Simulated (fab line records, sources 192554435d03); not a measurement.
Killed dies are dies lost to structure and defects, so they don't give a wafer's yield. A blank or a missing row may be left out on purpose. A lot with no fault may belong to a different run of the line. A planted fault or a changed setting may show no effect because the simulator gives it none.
fab line records	flow n5Finfet
[record] lots = 7	wafers = 21
route steps=1938 shown BEOL_M12@1637 BEOL_M13@1713 BEOL_M14@1716 BEOL_M15@1800 MIM_BOT_ETCH@1866
startH: hours from the record's first day to the start of the lot's first wafer shown	waitH: hours elapsed since this lot's preceding step	" same as the row above	L1.1+2: several wafers, shown together as one row	- no value, or no start given	* or withheld: withheld	< > ~ a bound
route shown NAME@n: NAME is a module with steps in the file, n the number in the route of the first one	usual: average and standard deviation across the fault-free wafers	same: alike in all rows	chamber/n: place in a boat	sites: each site's reading	_std_site: standard deviation of those values	_edge_site: inner sites' mean taken away from outer sites' mean	radiusMm: for every site, how far away it sits from the centre of the wafer	mask NAME#n: copy n	behind: the most recent tool/chamber to have shaped the wafer	hold: what put the lot on hold/how long, in hours/how the hold closed	device: the transistor (n, p or np) that didn't switch	end of line: the tests these same wafers got at the end of their route	a step given without rows: its recipe and nothing more	killed: at the first sort, the dies lost to defects and structure; wafer yield is something else	map: per-die view of a wafer (x killed, . not killed, _ where there is no die)
set.NAME: the setting the step ran with; set.NAME@STEP: the setting that earlier step ran with	model.NAME: the simulator's own value behind a step, which no gauge read
lots with deliberately changed settings; one table per step, one row per wafer
[[steps]]
[step N5_BEOL_M12_ETCH_68]
[recipe] chemistry = N2/H2	target = SOC	maskMaterial = SiARC	sourceW = 3000	biasW = 350	tempC = 40	timeS = 285	ionEnergyEv = 200	pressureMtorr = 30	n2FlowSccm = 200	h2FlowSccm = 200
lot.wafer	tool	chamber	startH	waitH	set.timeS	model.SiARC_of_BEOL_M12_COAT_66.thkNm
L076.2	rieDiel-03	3	250.40	0.1	285	86.4
L076.4	"	3	"	"	285	86.6
L076.6	"	0	"	"	235.6	90.6
L081.2	rieDiel-05	0	268.13	0.1	285	86
L081.3	"	1	"	"	285	85.4
L081.5	"	1	"	"	285	85.8
L083.2	rieDiel-03	3	282.76	0.1	338.6	81.8
L083.5+6	"	1,3	"	"	338.6	81.2
L084.1	rieDiel-04	3	293.36	0.1	253	88
L084.2	"	2	"	"	285	85.6
L084.5	"	1	"	"	285	85.8
L087.1	rieDiel-04	0	318.06	0.1	285	86
L087.4	"	3	"	"	301.1	84
L087.6	"	0	"	"	301.1	84.2
L097.2	rieDiel-03	3	375.26	0.1	258.7	88.6
L097.4	"	0	"	"	285	86.6
L097.6	"	1	"	"	285	86.4
L096.1	rieDiel-04	2	375.52	0.1	285	86.2
L096.5	"	3	"	"	285	86
L096.6	"	0	"	"	285	85.8
[step N5_BEOL_M12_TRENCH_ETCH_34]
[recipe] chemistry = C4F8/O2/Ar	target = SiOC	targetDepthA = 3189.5	maskMaterial = SOC	pressureMtorr = 30	sourceW = 3000	biasW = 700	Ar_flow_sccm = 400	C4F8_flow_sccm = 15	O2_flow_sccm = 8	heInnerTorr = 15	heOuterTorr = 30	timeS = 125.5	ionEnergyEv = 250
lot.wafer	tool	chamber	startH	waitH	set.timeS	model.etch.depthNm
L076.2	rieDiel-03	3	250.58	0.0	100.7	259.2
L076.4	"	3	"	"	125.5	322.2
L076.6	"	0	"	"	100.7	259.4
L081.2	rieDiel-05	0	268.31	0.0	109.4	278.6
L081.3	"	1	"	"	109.4	283.8
L081.5	"	1	"	"	125.5	322.3
L083.2	rieDiel-03	3	282.94	0.0	105.4	267.9
L083.5	"	1	"	"	125.5	322.5
L083.6	"	3	"	"	125.5	321.1
L084.1	rieDiel-04	3	293.55	0.0	112	289.5
L084.2	"	2	"	"	112	286.8
L084.5	"	1	"	"	125.5	318.5
L087.1	rieDiel-04	0	318.24	0.0	125.5	321.7
L087.4	"	3	"	"	125.5	323.1
L087.6	"	0	"	"	125.5	322.5
L097.2	rieDiel-03	3	375.44	0.0	125.5	317.2
L097.4	"	0	"	"	125.5	317.1
L097.6	"	1	"	"	125.5	318.5
L096.1	rieDiel-04	2	375.70	0.0	125.5	318
L096.5	"	3	"	"	125.5	321.7
L096.6	"	0	"	"	125.5	320
[step N5_BEOL_M12_STRIP_70]
[recipe] chemistry = C4F8/O2/Ar	resist = SiARC	rfFrequencyHz = 6e+07
[step N5_BEOL_M12_OCD_MEAS_35]
[usual] trenchDepthNm = 320/3
lot.wafer	tool	chamber	startH	waitH	set.timeS@BEOL_M12_TRENCH_ETCH_34	trenchDepthNm
L076.2	ocd-01	-	250.73	0.0	100.7	260
L076.4	"	-	"	"	125.5	322
L076.6	"	-	"	"	100.7	259
L081.2	ocd-01	-	268.47	0.0	109.4	278
L081.3	"	-	"	"	109.4	284
L081.5	"	-	"	"	125.5	322
L083.2	ocd-02	-	283.10	0.0	105.4	268
L083.5	"	-	"	"	125.5	322
L083.6	"	-	"	"	125.5	321
L084.1	ocd-02	-	293.70	0.0	112	289
L084.2	"	-	"	"	112	287
L084.5	"	-	"	"	125.5	319
L087.1	ocd-01	-	318.39	0.0	125.5	321
L087.4	"	-	"	"	125.5	323
L087.6	"	-	"	"	125.5	323
L097.2	ocd-01	-	375.60	0.0	125.5	318
L097.4	"	-	"	"	125.5	317
L097.6	"	-	"	"	125.5	319
L096.1	ocd-02	-	375.85	0.0	125.5	318
L096.5	"	-	"	"	125.5	322
L096.6	"	-	"	"	125.5	320
[step N5_BEOL_M12_STRIP_37]
[recipe] chemistry = N2/H2	powerW = 1000	tempC = 250	h2Frac = 0.65	overashFraction = 0.3	pressureMtorr = withheld	n2FlowSccm = 1750	h2FlowSccm = 3250
[step N5_BEOL_M12_ETCH_38]
[recipe] chemistry = CF4/N2	target = SiCN	targetDepthA = 687	taperDeg = 2	timeS = 73.4	ionEnergyEv = 150	maskMaterial = SiO2	pressureMtorr = 40	sourceW = 430	biasW = 70	Ar_flow_sccm = 100	cf4FlowSccm = 60	n2FlowSccm = 60
[step N5_BEOL_M12_ECD_47]
[recipe] material = Cu	targetThkA = 7200
[step N5_BEOL_M12_ANNEAL_48]
[recipe] tempC = 225	timeS = 90	ambient = N2
[step N5_BEOL_M12_CMP_49]
[recipe] stopOn = SiOC	tOverpolishS = 20.6	downForcePsi = 1	platenRpm = 50	clearingPlatenDownForcePsi = 1.5	clearingPlatenRpm = 50	postCmpClean = cuAlkaline	targetThkNm = 320	clearingPlatenPadVelocityMS = 0.99484	padVelocityMS = 0.99484
lot.wafer	tool	chamber	startH	waitH	set.timeS@BEOL_M12_TRENCH_ETCH_34	model.Cu_of_BEOL_M12_ECD_47.thkNm
L076.2	cmp-01	0	254.33	0.2	100.7	261.4
L076.4	"	1	"	"	125.5	325
L076.6	"	0	"	"	100.7	263.4
L081.3	cmp-03	3	271.34	0.3	109.4	284.4
L081.2	"	1	"	"	109.4	278.4
L081.5	"	3	"	"	125.5	323.2
L083.2	cmp-02	3	286.77	0.3	105.4	270.6
L083.6	"	2	"	"	125.5	322
L083.5	"	3	"	"	125.5	324
L084.2	cmp-03	1	295.94	0.3	112	286.8
L084.1	"	2	"	"	112	290.6
L084.5	"	0	"	"	125.5	318.6
L087.4	cmp-02	3	320.59	0.1	125.5	325
L087.1	"	1	"	"	125.5	324
L087.6	"	0	"	"	125.5	323.8
L097.2	cmp-02	1	382.97	0.2	125.5	316.8
L097.4	"	3	"	"	125.5	317
L097.6	"	1	"	"	125.5	319.8
L096.1	cmp-03	2	383.51	0.3	125.5	318.4
L096.5	"	1	"	"	125.5	322.2
L096.6	"	2	"	"	125.5	320.8
[step N5_BEOL_M12_THK_MEAS_50]
[recipe] thkMeasGauge = xrf	reads = Cu_of_BEOL_M12_ECD_47
[usual] M12_THK = 321/4
lot.wafer	tool	chamber	startH	waitH	set.timeS@BEOL_M12_TRENCH_ETCH_34	M12_THK[nm]
L076.2	filmMetro-01	-	254.63	-	100.7	259
L076.4	"	-	"	"	125.5	323
L076.6	"	-	"	"	100.7	261
L081.2	filmMetro-01	-	271.59	-	109.4	279
L081.3	"	-	"	"	109.4	284
L081.5	"	-	"	"	125.5	323
L083.2	filmMetro-02	-	287.02	-	105.4	270
L083.5	"	-	"	"	125.5	323
L083.6	"	-	"	"	125.5	322
L084.1	filmMetro-02	-	296.16	-	112	292
L084.2	"	-	"	"	112	288
L084.5	"	-	"	"	125.5	320
L087.1	filmMetro-02	-	320.88	-	125.5	328
L087.4	"	-	"	"	125.5	328
L087.6	"	-	"	"	125.5	330
L097.2	filmMetro-02	-	383.23	-	125.5	321
L097.4	"	-	"	"	125.5	322
L097.6	"	-	"	"	125.5	323
L096.1	filmMetro-02	-	383.77	-	125.5	318
L096.5	"	-	"	"	125.5	322
L096.6	"	-	"	"	125.5	322
[step N5_BEOL_M12_PRE_CLEAN_52]
[recipe] gas = NH3	timeS = 15	tempC = withheld	rfPowerW = 300
[step N5_BEOL_M12_DEP_53]
[recipe] material = SiCN	targetThkA = 300	tempC = withheld	precursor = 3MS/NH3	pressureTorr = 3	rfW = 675	timeS = 10.5
[step N5_BEOL_M12_RS_MEAS_54]
[recipe] thkMeasGauge = four-point-probe	reads = Cu_of_BEOL_M12_ECD_47+Ta_of_BEOL_M12_SPUTTER_44+TaN_of_BEOL_M12_SPUTTER_43
[usual] M12_RS = 0.0598/0.00065
lot.wafer	tool	chamber	startH	waitH	set.timeS@BEOL_M12_TRENCH_ETCH_34	M12_RS[ohm/sq]
L076.2	filmMetro-02	-	254.75	0.0	100.7	0.0739
L076.4	"	-	"	"	125.5	0.0590
L076.6	"	-	"	"	100.7	0.0736
L081.2	filmMetro-01	-	271.72	0.0	109.4	0.0694
L081.3	"	-	"	"	109.4	0.0679
L081.5	"	-	"	"	125.5	0.0594
L083.2	filmMetro-02	-	287.15	0.0	105.4	0.0713
L083.5	"	-	"	"	125.5	0.0592
L083.6	"	-	"	"	125.5	0.0597
L084.1	filmMetro-01	-	296.28	0.0	112	0.0664
L084.2	"	-	"	"	112	0.0674
L084.5	"	-	"	"	125.5	0.0602
L087.1	filmMetro-01	-	321.01	0.0	125.5	0.0593
L087.4	"	-	"	"	125.5	0.0590
L087.6	"	-	"	"	125.5	0.0593
L097.2	filmMetro-02	-	383.35	0.0	125.5	0.0606
L097.4	"	-	"	"	125.5	0.0605
L097.6	"	-	"	"	125.5	0.0601
L096.1	filmMetro-01	-	383.89	0.0	125.5	0.0602
L096.5	"	-	"	"	125.5	0.0596
L096.6	"	-	"	"	125.5	0.0598
[step N5_BEOL_M13_DEP_53]
[recipe] material = SiCN	targetThkA = 500	tempC = withheld	precursor = 3MS/NH3	pressureTorr = 3	rfW = 675	timeS = 17.8
lot.wafer	tool	chamber	startH	waitH	set.timeS	model.SiCN_of_BEOL_M13_DEP_53.thkNm
L076.2	pecvd-03	1	265.01	0.0	16.51	45.8
L076.4	"	0	"	"	17.8	50.8
L076.6	"	1	"	"	17.8	51
L081.2	pecvd-03	1	278.06	0.0	16.27	45.8
L081.3	"	0	"	"	17.8	50.6
L081.5	"	2	"	"	17.8	51.2
L083.2	pecvd-01	2	294.55	0.0	15.44	43
L083.5	"	0	"	"	15.44	43.4
L083.6	"	2	"	"	17.8	50.2
L084.1	pecvd-04	0	300.36	0.0	17.8	49.8
L084.2	"	2	"	"	17.8	49.6
L084.5	"	0	"	"	19.77	55.8
L087.1	pecvd-01	0	326.77	0.0	17.8	49.6
L087.4	"	2	"	"	19.24	54.4
L087.6	"	1	"	"	19.24	54.8
L097.2	pecvd-01	0	388.39	0.0	17.8	48.6
L097.4	"	0	"	"	17.8	49.4
L097.6	"	2	"	"	17.8	50.2
L096.1	pecvd-01	2	388.69	0.0	17.8	49
L096.5+6	"	2,0	"	"	17.8	49.4
[step N5_BEOL_M14_ILD_DEP_00]
[recipe] material = SiO2	targetThkA = 11193	tempC = 400	precursor = TEOS/O2	pressureTorr = 6.5	rfW = 900	teosFlowSccm = 161.4	gas = O2	flowSccm = 2650	timeS = 237.4
lot.wafer	tool	chamber	startH	waitH	set.timeS	model.SiO2_of_BEOL_M14_ILD_DEP_00.thkNm
L076.2	pecvd-01	1	265.14	0.0	237.4	1111
L076.4	"	1	"	"	237.4	1137
L076.6	"	2	"	"	237.4	1139
L081.2	pecvd-02	2	278.19	0.0	248.2	1156
L081.3	"	1	"	"	248.2	1166
L081.5	"	0	"	"	248.2	1188
L083.2	pecvd-03	2	294.68	0.0	218.4	1007
L083.5	"	1	"	"	237.4	1136
L083.6	"	0	"	"	237.4	1121
L084.1	pecvd-02	1	300.49	0.0	213.8	1008
L084.2	"	2	"	"	213.8	976.8
L084.5	"	0	"	"	237.4	1117
L087.1	pecvd-03	1	326.90	0.0	237.4	1126
L087.4	"	2	"	"	237.4	1112
L087.6	"	1	"	"	237.4	1144
L097.2	pecvd-03	2	388.54	0.0	237.4	1097
L097.4	"	1	"	"	237.4	1134
L097.6	"	2	"	"	214.7	997
L096.1	pecvd-02	2	388.83	0.0	237.4	1104
L096.5	"	0	"	"	237.4	1134
L096.6	"	1	"	"	237.4	1133
[step N5_BEOL_M14_THK_MEAS_01]
[recipe] reads = SiO2_of_BEOL_M14_ILD_DEP_00
[usual] M14_ILD_THK = 1115/15
lot.wafer	tool	chamber	startH	waitH	set.timeS@BEOL_M14_ILD_DEP_00	M14_ILD_THK[nm]
L076.2	filmMetro-01	-	265.33	0.1	237.4	1111
L076.4	"	-	"	"	237.4	1136
L076.6	"	-	"	"	237.4	1138
L081.2	filmMetro-01	-	278.38	0.1	248.2	1156
L081.3	"	-	"	"	248.2	1165
L081.5	"	-	"	"	248.2	1188
L083.2	filmMetro-02	-	294.87	0.1	218.4	1008
L083.5	"	-	"	"	237.4	1137
L083.6	"	-	"	"	237.4	1120
L084.1	filmMetro-02	-	300.68	0.1	213.8	1008
L084.2	"	-	"	"	213.8	977
L084.5	"	-	"	"	237.4	1117
L087.1	filmMetro-02	-	327.09	0.1	237.4	1126
L087.4	"	-	"	"	237.4	1112
L087.6	"	-	"	"	237.4	1145
L097.2	filmMetro-02	-	388.73	0.1	237.4	1097
L097.4	"	-	"	"	237.4	1133
L097.6	"	-	"	"	214.7	997
L096.1	filmMetro-02	-	389.02	0.1	237.4	1103
L096.5	"	-	"	"	237.4	1134
L096.6	"	-	"	"	237.4	1133
[step N5_BEOL_M14_COAT_58]
[recipe] resist = BARC	tempC = 205	timeS = 60	spinRpm = 1500	resistThkNm = 89
[step N5_BEOL_M14_COAT_04]
[recipe] spinRpm = 1704	resistThkNm = 800
[step N5_BEOL_M14_DESCUM_15]
[recipe] chemistry = O2	timeS = 7.9	sourcePowerW = 50	biasPowerW = 20	pressureMtorr = 20	rfFrequencyHz = 2.712e+07	tempC = 40	o2FlowSccm = 225
[step N5_BEOL_M14_ETCH_59]
[recipe] chemistry = N2/H2	target = BARC	targetDepthA = 890	overetchA = 267	timeS = 67.9	ionEnergyEv = 200	pressureMtorr = 30	sourceW = 840	biasW = 150	n2FlowSccm = 200	h2FlowSccm = 200
[step N5_BEOL_M14_VIA_ETCH_16]
[recipe] chemistry = C4F8/O2/Ar	target = SiO2	heInnerTorr = 15	heOuterTorr = 30	targetDepthA = 12313	timeS = withheld	ionEnergyEv = 800	pressureMtorr = 20	sourceW = 1905	biasW = 2040	Ar_flow_sccm = 400	C4F8_flow_sccm = 16	O2_flow_sccm = 12	ends = cleared
lot.wafer	tool	chamber	startH	waitH	set.timeS@BEOL_M14_ILD_DEP_00	model.etch.depthNm	model.coat_of_BEOL_M14_COAT_04.thkNm
L076.2	rieDiel-04	3	265.95	0.0	*	1111	450.2
L076.4	"	1	"	"	*	1137	445.2
L076.6	"	1	"	"	*	1139	445.2
L081.2	rieDiel-05	3	278.90	0.0	*	1156	448.4
L081.3	"	1	"	"	*	1166	442
L081.5	"	1	"	"	*	1188	436.4
L083.2	rieDiel-03	0	295.40	0.0	*	1007	474.6
L083.5	"	2	"	"	*	1136	446.8
L083.6	"	1	"	"	*	1121	452.2
L084.1	rieDiel-04	1	301.29	0.0	*	1008	476.6
L084.2	"	3	"	"	*	976.9	485.4
L084.5	"	2	"	"	*	1117	451.6
L087.1	rieDiel-04	2	327.72	0.0	*	1126	449.4
L087.4	"	1	"	"	*	1112	452
L087.6	"	0	"	"	*	1144	443.6
L097.2	rieDiel-03	0	389.34	0.0	*	1097	458
L097.4	"	3	"	"	*	1134	451.6
L097.6	"	1	"	"	*	997	483.4
L096.1	rieDiel-04	2	389.51	0.0	*	1104	460
L096.5	"	2	"	"	*	1134	451
L096.6	"	1	"	"	*	1133	450.6
[step N5_BEOL_M15_EXPOSE_25]
[recipe] maskId = M15	na = 0.8	sourceShape = annular	sigmaInner = 0.5	sigmaOuter = 0.8	polarization = unpolarized	targetCdNm = 400	doseMj = 35.5
lot.wafer	tool	chamber	startH	waitH	mask	set.doseMj
L076.2+6	krfScanner-02	0	271.46	-	M15#0	35.5
L076.4	"	0	"	"	M15#0	36.78
L081.2+3	krfScanner-02	0	289.23	-	M15#0	35.5
L081.5	"	0	"	"	M15#0	34.72
L083.2+5	krfScanner-02	0	301.74	-	M15#0	37.37
L083.6	"	0	"	"	M15#0	35.5
L084.1+2+5	krfScanner-02	0	307.31	-	M15#0	35.5
L087.1+4+6	krfScanner-01	0	332.91	-	M15#0	35.5
L097.2+4	krfScanner-01	0	395.70	-	M15#0	35.5
L097.6	"	0	"	"	M15#0	33.57
L096.1+5+6	krfScanner-02	0	396.36	-	M15#0	35.5
[step N5_BEOL_M15_DEVELOP_27]
[recipe] developTimeS = 45	rinseLiquid = diw	dry = airSpin	devTempC = 21
lot.wafer	tool	chamber	startH	waitH	set.developTimeS
L076.2	lithoTrack-05	0	-	-	45
L076.4+6	"	0	"	"	48.27
L081.2+3+5	lithoTrack-04	0	-	-	45
L083.2+6	lithoTrack-05	0	-	-	45
L083.5	"	0	"	"	48.27
L084.1+2+5	lithoTrack-04	0	-	-	45
L087.1+6	lithoTrack-05	0	-	-	45
L087.4	"	0	"	"	37.33
L097.2+4+6	lithoTrack-04	0	-	-	45
L096.1+5+6	lithoTrack-01	0	-	-	45
[step N5_BEOL_M15_HARDBAKE_32]
[recipe] tempC = 130	timeS = 120
[step N5_BEOL_M15_CD_MEAS_28]
[recipe] targetCdNm = 407.6	landingEnergyEv = 500	detector = seInlens
[usual] cdNm = 408.0/1.4
lot.wafer	tool	chamber	startH	waitH	set.doseMj@BEOL_M15_EXPOSE_25	cdNm
L076.2	cdSem-02	0	271.62	-	35.5	408.0
L076.4	"	0	"	"	36.78	413.1
L076.6	"	0	"	"	35.5	408.4
L081.2	cdSem-02	0	289.40	-	35.5	406.8
L081.3	"	0	"	"	35.5	407.3
L081.5	"	0	"	"	34.72	404.9
L083.2	cdSem-03	0	301.91	-	37.37	414.2
L083.5	"	0	"	"	37.37	414.5
L083.6	"	0	"	"	35.5	406.4
L084.1	cdSem-03	0	307.48	-	35.5	409.3
L084.2	"	0	"	"	35.5	408.2
L084.5	"	0	"	"	35.5	410.1
L087.1	cdSem-03	0	333.08	-	35.5	406.4
L087.4	"	0	"	"	35.5	404.6
L087.6	"	0	"	"	35.5	406.8
L097.2	cdSem-02	0	395.86	-	35.5	407.3
L097.4	"	0	"	"	35.5	406.6
L097.6	"	0	"	"	33.57	398.7
L096.1	cdSem-03	0	396.53	-	35.5	409.2
L096.5	"	0	"	"	35.5	410.1
L096.6	"	0	"	"	35.5	409.2
[step N5_BEOL_M15_DESCUM_33]
[recipe] chemistry = O2	timeS = 7.9	sourcePowerW = 50	biasPowerW = 20	pressureMtorr = 20	rfFrequencyHz = 2.712e+07	tempC = 40	o2FlowSccm = 225
lot.wafer	tool	chamber	startH	waitH	set.doseMj@BEOL_M15_EXPOSE_25	model.BEOL_M15.cdNm
L076.2	rieDiel-06	3	271.71	0.0	35.5	407.6
L076.4	"	1	"	"	36.78	413.2
L076.6	"	2	"	"	35.5	408.4
L081.2	rieDiel-01	3	289.49	0.0	35.5	406.8
L081.3	"	1	"	"	35.5	407.6
L081.5	"	0	"	"	34.72	405
L083.2	rieDiel-06	2	302.00	0.0	37.37	414
L083.5	"	1	"	"	37.37	414.6
L083.6	"	0	"	"	35.5	406.2
L084.1	rieDiel-06	0	307.57	0.0	35.5	409.2
L084.2	"	2	"	"	35.5	408
L084.5	"	1	"	"	35.5	410
L087.1	rieDiel-02	1	333.28	0.1	35.5	406
L087.4	"	0	"	"	35.5	404.8
L087.6	"	2	"	"	35.5	406.8
L097.2	rieDiel-02	3	395.95	0.0	35.5	407
L097.4	"	0	"	"	35.5	406.4
L097.6	"	3	"	"	33.57	398.4
L096.1	rieDiel-06	1	396.62	0.0	35.5	409
L096.5	"	3	"	"	35.5	410
L096.6	"	0	"	"	35.5	409.4
[step N5_BEOL_M15_ETCH_61]
[recipe] chemistry = N2/H2	target = BARC	targetDepthA = 890	overetchA = 267	timeS = 67.9	ionEnergyEv = 200	pressureMtorr = 30	sourceW = 840	biasW = 150	n2FlowSccm = 200	h2FlowSccm = 200
lot.wafer	tool	chamber	startH	waitH	set.doseMj@BEOL_M15_EXPOSE_25	model.BEOL_M15.cdNm
L076.2	rieDiel-06	3	271.74	0.0	35.5	402.2
L076.4	"	1	"	"	36.78	407.2
L076.6	"	2	"	"	35.5	400.4
L081.2	rieDiel-01	3	289.52	0.0	35.5	399.6
L081.3	"	1	"	"	35.5	399
L081.5	"	0	"	"	34.72	396.6
L083.2	rieDiel-06	2	302.03	0.0	37.37	406.2
L083.5	"	1	"	"	37.37	407.6
L083.6	"	0	"	"	35.5	398
L084.1	rieDiel-06	0	307.61	0.0	35.5	401.2
L084.2	"	2	"	"	35.5	400.8
L084.5	"	1	"	"	35.5	403.2
L087.1	rieDiel-02	1	333.31	0.0	35.5	397.8
L087.4	"	0	"	"	35.5	397.2
L087.6	"	2	"	"	35.5	398.4
L097.2+4	rieDiel-02	3,0	395.99	0.0	35.5	399.2
L097.6	"	3	"	"	33.57	390.8
L096.1	rieDiel-06	1	396.65	0.0	35.5	401.8
L096.5	"	3	"	"	35.5	402.8
L096.6	"	0	"	"	35.5	401.4
[step N5_MIM_BOT_ETCH_ETCH_04]
[recipe] chemistry = CF4/O2	target = SiNx	targetDepthA = 260	timeS = 13	ionEnergyEv = 100	pressureMtorr = 40	sourceW = 535	biasW = 49	Ar_flow_sccm = 100	cf4FlowSccm = 100	O2_flow_sccm = 10
lot.wafer	tool	chamber	startH	waitH	set.timeS	model.etch.depthNm
L076.2	rieDiel-03	2	280.99	0.0	13	26.44
L076.4	"	1	"	"	10.69	21.29
L076.6	"	2	"	"	10.69	21.59
L081.2	rieDiel-05	1	298.21	0.0	13	25.93
L081.3	"	2	"	"	13	26.14
L081.5	"	2	"	"	13	26.15
L083.2	rieDiel-05	2	311.54	0.1	13	26.08
L083.5	"	1	"	"	13	25.9
L083.6	"	2	"	"	13	26.06
L084.1	rieDiel-05	1	316.34	0.0	11.24	22.31
L084.2+5	"	2	"	"	13	26.03
L087.1	rieDiel-05	0	340.44	0.0	13	25.77
L087.4	"	2	"	"	11.61	23.53
L087.6	"	0	"	"	13	25.67
L097.2	rieDiel-04	2	416.40	0.0	12.04	24.19
L097.4	"	1	"	"	12.04	24.12
L097.6	"	1	"	"	12.04	24.31
L096.1	rieDiel-05	3	418.04	0.0	13	26.36
L096.5	"	3	"	"	13	26.19
L096.6	"	1	"	"	13	25.92
[[key]]
[split] step = N5_BEOL_M12_ETCH_68	setting = timeS	stated = 285	by = wafer
[response] step = N5_BEOL_M12_ETCH_68	reading = model.SiARC_of_BEOL_M12_COAT_66.thkNm	change = -0.234	per = 1%	r = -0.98
[split] step = N5_BEOL_M12_TRENCH_ETCH_34	setting = timeS	stated = 125.5	by = wafer
[response] step = N5_BEOL_M12_TRENCH_ETCH_34	reading = model.etch.depthNm	change = +3.19	per = 1%	r = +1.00
[response] step = N5_BEOL_M12_OCD_MEAS_35	reading = trenchDepthNm	change = +3.19	per = 1%	r = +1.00
[response] step = N5_BEOL_M12_CMP_49	reading = model.Cu_of_BEOL_M12_ECD_47.thkNm	change = +3.16	per = 1%	r = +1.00
[response] step = N5_BEOL_M12_THK_MEAS_50	reading = M12_THK	change = +3.18	per = 1%	r = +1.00
[response] step = N5_BEOL_M12_RS_MEAS_54	reading = M12_RS	change = -0.000724	per = 1%	r = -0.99
[split] step = N5_BEOL_M13_DEP_53	setting = timeS	stated = 17.8	by = wafer
[response] step = N5_BEOL_M13_DEP_53	reading = model.SiCN_of_BEOL_M13_DEP_53.thkNm	change = +0.574	per = 1%	r = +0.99
[split] step = N5_BEOL_M14_ILD_DEP_00	setting = timeS	stated = 237.4	by = wafer
[response] step = N5_BEOL_M14_ILD_DEP_00	reading = model.SiO2_of_BEOL_M14_ILD_DEP_00.thkNm	change = +13.2	per = 1%	r = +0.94
[response] step = N5_BEOL_M14_THK_MEAS_01	reading = M14_ILD_THK	change = +13.1	per = 1%	r = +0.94
[response] step = N5_BEOL_M14_VIA_ETCH_16	reading = model.etch.depthNm	change = +13.2	per = 1%	r = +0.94
[response] step = N5_BEOL_M14_VIA_ETCH_16	reading = model.coat_of_BEOL_M14_COAT_04.thkNm	change = -3.01	per = 1%	r = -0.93
[split] step = N5_BEOL_M15_EXPOSE_25	setting = doseMj	stated = 35.5	by = wafer
[response] step = N5_BEOL_M15_CD_MEAS_28	reading = cdNm	change = +1.45	per = 1%	r = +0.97
[response] step = N5_BEOL_M15_DESCUM_33	reading = model.BEOL_M15.cdNm	change = +1.48	per = 1%	r = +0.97
[response] step = N5_BEOL_M15_ETCH_61	reading = model.BEOL_M15.cdNm	change = +1.59	per = 1%	r = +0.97
[split] step = N5_BEOL_M15_DEVELOP_27	setting = developTimeS	stated = 45	by = wafer
response none clear
[split] step = N5_MIM_BOT_ETCH_ETCH_04	setting = timeS	stated = 13	by = wafer
[response] step = N5_MIM_BOT_ETCH_ETCH_04	reading = model.etch.depthNm	change = +0.265	per = 1%	r = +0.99
